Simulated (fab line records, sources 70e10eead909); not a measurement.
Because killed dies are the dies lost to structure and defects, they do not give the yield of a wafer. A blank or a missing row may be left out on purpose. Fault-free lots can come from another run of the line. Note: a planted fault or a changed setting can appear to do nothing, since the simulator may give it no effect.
A struck lot beside a sound one    flow nandHarc    14 out of 1159 route steps
Sound: wafers L417.2, L417.3, L417.6. Struck: wafer L423.5 (L423.2, L423.4, from the same lot, were not struck and are left out); the cause is given at the end.
Order at every step that has rows: each side's tool, ch and its chambers, its first start. Under that, the readings that differ: sound wafers    struck wafers    difference of the means    sigmas: that difference in standard deviations of wafers without a fault.
alike: a reading whose means differ by less than 2 such deviations, as well as words and numbers matching on both sides. not compared: withheld readings; readings where some wafer has no value; bounds like >300 that might hide an equal value; numbers whose values overlap and for which the record gives no deviation.
Wherever a step has rows on one side only, a row that says differs or no value, or a row with sigmas, the two part there. When numbers do not overlap yet have no deviation, they are printed without sigmas and do not part them. A reading missing from all wafers of one side parts the sides only when that side holds two or more wafers.

first, 2 steps without rows for these wafers: NHARC_A_SOURCE_PLATE_CVD_03 (deposits poly-Si, target thk 200 nm, time 4000 s); NHARC_A_SOURCE_PLATE_ANNEAL_05 (time 1800 s).
NHARC_A_SOURCE_PLATE_THK_MEAS_06: measures by ellipsometry.
  sound: filmMetro-02 at day 8 14:59; struck: filmMetro-02 at day 9 23:13
  alike: thkNm
NHARC_A_SOURCE_PLATE_INSPECT_08:
  sound: defectInspect-01 at day 8 15:02; struck: defectInspect-01 at day 9 23:17
  alike: rawDefectCount
following that, 1 step holds no rows for these wafers, namely NHARC_A_ONON_D1_DEP_00 (target thickness 1000 nm).
NHARC_A_ONON_D1_THK_MEAS_02: measures by ellipsometry.
  sound: filmMetro-01 at day 8 15:44; struck: filmMetro-01 at day 9 23:51
  alike: thkNm
following that, 1 step holds no rows for these wafers, namely NHARC_A_ONON_D1_DEP_03 (target thickness 1000 nm).
NHARC_A_ONON_D1_THK_MEAS_05: measures by ellipsometry.
  sound: filmMetro-02 at day 8 16:17; struck: filmMetro-01 at day 10 00:25
  alike: thkNm
following that, 1 step holds no rows for these wafers, namely NHARC_A_ONON_D1_DEP_06 (target thickness 1000 nm).
NHARC_A_ONON_D1_THK_MEAS_08: measures by ellipsometry.
  sound: filmMetro-02 at day 8 16:52; struck: filmMetro-02 at day 10 00:59
  alike: thkNm
NHARC_A_ONON_D1_DEP_09: target thk 1000 nm.
  sound on pecvdOnon-02 ch 0, day 8 16:59; struck on pecvdOnon-02 ch 0, day 10 01:06
NHARC_A_ONON_D1_THK_MEAS_11: measures by ellipsometry.
  sound: filmMetro-02 at day 8 17:26; struck: filmMetro-01 at day 10 01:34
reading     sound        struck  difference  sigmas
thkNm (nm)  988 988 987  1511    +523        +40
following that, 1 step holds no rows for these wafers, namely NHARC_A_ONON_D1_DEP_12 (target thickness 1000 nm).
-- break in the record here, with 12 days between the starts of the struck wafers on either side (left off in module A_ONON_D1, picked up again in module END, where the first step shown is number 1159 on the route) --
NHARC_END_SORT_01:
  at this point the record logs the struck wafers (prober-01 ch 0, day 22 13:11) and has no rows for the sound ones

WHERE THEY PART
First at NHARC_A_ONON_D1_THK_MEAS_11; last, within this record, at NHARC_END_SORT_01.

WHY: the cause the simulator had injected
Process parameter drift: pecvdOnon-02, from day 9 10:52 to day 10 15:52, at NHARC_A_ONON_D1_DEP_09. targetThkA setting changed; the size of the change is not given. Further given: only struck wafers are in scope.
